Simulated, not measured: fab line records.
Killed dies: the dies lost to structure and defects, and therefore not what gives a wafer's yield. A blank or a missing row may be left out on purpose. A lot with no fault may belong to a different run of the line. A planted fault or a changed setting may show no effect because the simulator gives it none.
Struck lot and sound lot, side by side -- flow n5-finfet -- 37 steps out of a route of 1938
Sound: the wafers L591.1, L591.2, L591.4. Struck: wafers L576.1, L576.4, L576.6. At the end, the cause is stated.
Each step with rows lists, per side, the tool, then ch with its chambers, then its first start. Under that, the readings that differ: sound wafers -- struck wafers -- difference of the means -- sigmas: that difference in standard deviations of wafers without a fault.
alike: words and numbers the same on both sides, and readings whose means are apart by under 2 such deviations; not compared: readings that were withheld, readings missing a value for some wafer, numbers with overlapping values and no deviation given by the record, and bounds like >300 which may hide the same value.
Wherever a step has rows on one side only, a row that says differs or no value, or a row with sigmas, the two part there. When numbers do not overlap yet have no deviation, they are printed without sigmas and do not part them. Lack of a reading on every wafer of one side parts them only where that side has two or more wafers.

first, 9 steps without rows for these wafers: N5_BEOL_M4_ANNEAL_95 (time 240 s); N5_BEOL_M4_SPUTTER_96 (material Cu, target thk 4.5 nm, time 8.29 s); N5_BEOL_M4_ECD_50 (material Cu, target thk 300 nm); N5_BEOL_M4_ANNEAL_51 (time 90 s); N5_BEOL_M4_CMP_52 (polishes, stops on SiOC, t overpolish 6.8 s, target thk 40 nm); N5_BEOL_M4_PRE_CLEAN_60 (time 15 s); N5_BEOL_M4_CO_CAP_55 (material Co, precursor CCTBA/H2, target thk 2 nm, time 102.1 s); N5_BEOL_M4_PRE_CLEAN_56 (time 15 s); N5_BEOL_M4_DEP_57 (deposits SiCN from 3MS/NH3, target thk 8 nm, time 14 s).
N5_BEOL_M4_RC_MEAS_101:
  sound on prober-01 ch 0, day 14 03:54; struck on prober-02 ch 0, day 10 20:44
  alike: DIBL_N, DIBL_P, IOFF_N, IOFF_P, ION_N, ION_P, SS_N, SS_P, VT_N, VT_P
then, 24 steps without rows for these wafers: N5_BEOL_M5_ILD_DEP_00 (deposits SiCOH lowk from DEMS/porogen, target thk 140.64 nm, time 25.9 s); N5_BEOL_M5_CURE_79 (cures SiCOH lowk, time 240 s); N5_BEOL_M5_PECVD_70 (deposits SiO2 from TEOS/O2, target thk 16 nm, time 18 s); N5_BEOL_M5_HM_DEP_02 (deposits TiN, target thk 20 nm); N5_BEOL_M5_COAT_59 (time 60 s, resist thk 60 nm); N5_BEOL_M5_COAT_60 (time 60 s, resist thk 12 nm); N5_BEOL_M5_COAT_71 (time 60 s, resist thk 5 nm); N5_BEOL_M5_COAT_05 (resist thk 30 nm); N5_BEOL_M5_EBR_07; N5_BEOL_M5_SOFTBAKE_06 (time 60 s); N5_BEOL_M5_EXPOSE_08 (exposes mask M5, target cd 28 nm); N5_BEOL_M5_PEB_09 (peb time 60 s); N5_BEOL_M5_DEVELOP_10 (develop time 30 s); N5_BEOL_M5_DESCUM_16 (chemistry O2, time 7 s); N5_BEOL_M5_ETCH_72 (etches underlayer in N2/H2, target depth 6.5 nm, time 5.2 s); N5_BEOL_M5_ETCH_61 (etches SiARC in CF4, target depth 15.6 nm, time 26 s); N5_BEOL_M5_ETCH_62 (etches SOC in N2/H2, target depth 75 nm, overetch 15 nm, time 112.5 s); N5_BEOL_M5_STRIP_63 (strips in N2/H2); N5_BEOL_M5_STRIP_73 (strips in N2/H2); N5_BEOL_M5_STRIP_64 (strips in CF4); N5_BEOL_M5_HM_OPEN_17 (chemistry Cl2/BCl3, target TiN, target depth 20 nm, overetch 6 nm); N5_BEOL_M5_STRIP_19 (strips in O2); N5_BEOL_M5_COAT_65 (time 60 s, resist thk 60 nm); N5_BEOL_M5_COAT_66 (time 60 s, resist thk 12 nm).
-- here the record skips 3 days between the struck wafers' starts before and after, leaving off in module BEOL_M5 and picking up in module BEOL_M12 (first step shown: number 1636 of the route) --
N5_BEOL_M12_ETCH_67: etches SiARC in CF4, target depth 143 nm, time 238.3 s.
  sound on rie-diel-04 ch 0,2, day 17 05:22; struck on rie-diel-04 ch 0,1, day 13 14:07
  no value came back on the struck wafers for any of 8 readings (bias-w (W), cf4-flow-sccm (sccm) and others); on the sound wafers bias-w (W) reads 36.07 36.13 35.99
reading,sound,struck,difference,sigmas
model.coat_of_BEOL_M12_COAT_22.thk-nm (nm),211.4 211.4 210.4,280.6 281.2 281,+69.9,
  not compared: rf-hours-counter-h
N5_BEOL_M12_OCD_MEAS_35:
  sound on ocd-01, day 17 05:51; struck on ocd-02, day 13 14:36
reading,sound,struck,difference,sigmas
trench-depth-nm (nm),313 319 317,- - -,no value on the struck wafers,
N5_PASSIVATION_PROBE_49:
  sound on prober-01, day 19 02:58; struck on prober-01, day 15 06:34
reading,sound,struck,difference,sigmas
defect-limited-yield (%),91.2 93.6 89.4,0 0 0,-91,-65
killed_at_M4_up,17 10 24,1084 1097 1089,+1073,+99 or more
killed-dies,104 76 125,1180 1180 1180,+1078,+63
killed-on-rim,12 15 15,152 152 152,+138,+39
sort_bin_5_function (%),4.7 3.9 7.0,95.8 96.5 96.3,+91.0,+99
sort-n-pass,1076 1104 1055,0 0 0,-1078,-63
sort-yield-pct (%),91.2 93.6 89.4,0 0 0,-91,-65
  alike: killed_at_M0_to_M3, killed-at-contacts, killed-at-front-end, killed-at-other, killed-open, killed-short, sort_bin_4_leakage, sort_bin_6_memory

## WHERE THEY PART
At N5_BEOL_M12_ETCH_67 first; at N5_PASSIVATION_PROBE_49 last (within this record only).

WHY: what had been put in by the simulator
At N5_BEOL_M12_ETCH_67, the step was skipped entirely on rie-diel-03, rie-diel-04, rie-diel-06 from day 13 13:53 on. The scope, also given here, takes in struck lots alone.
